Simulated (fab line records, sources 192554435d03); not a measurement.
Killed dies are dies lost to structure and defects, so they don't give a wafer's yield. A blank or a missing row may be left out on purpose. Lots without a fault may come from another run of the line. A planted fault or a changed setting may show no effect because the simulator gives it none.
Which tool did it? | flow n5_finfet | 6 lots, 18 wafers sampled, at 1 step of a route of 1938

WHAT THE GAUGES READ, wafer by wafer
N5_BEOL_M11_THK_MEAS_01.
lot  | measured     | on            | M11_ILD_THK (nm)
L572 | day 12 05:03 | film_metro-01 | 269 271 270
L574 | day 12 14:33 | film_metro-02 | 269 263 263
L587 | day 15 06:37 | film_metro-01 | 263 267 267
L589 | day 16 16:01 | film_metro-01 | 268 263 273
L590 | day 17 17:42 | film_metro-02 | 264 263 271
L591 | day 17 21:35 | film_metro-01 | 268 270 269

WHICH TOOL RAN EACH LOT (tool, then ch and the chambers of the sampled wafers, then the start)
The record holds no process step before these readings.

THE ANSWER, worked out from the rows above alone
Rule: what is usual is taken from the lots themselves. Put in order of their means at a reading, lots are off if they are a third of the lots or fewer, leave a main group of 4 or more, and stand apart from it by a gap of 3 or more times the standard deviation of the main group's means; of several such gaps the widest counts. A main group whose means are all the same, to the digits that the tables above print for the reading, isn't used. A lot without any number at a reading at which 4 lots or more have one is off too. The other lots that the step has rows for count as sound.
No lot is off at any reading shown: from this, nothing can be told.

WHAT THE SIMULATOR HAD PUT IN
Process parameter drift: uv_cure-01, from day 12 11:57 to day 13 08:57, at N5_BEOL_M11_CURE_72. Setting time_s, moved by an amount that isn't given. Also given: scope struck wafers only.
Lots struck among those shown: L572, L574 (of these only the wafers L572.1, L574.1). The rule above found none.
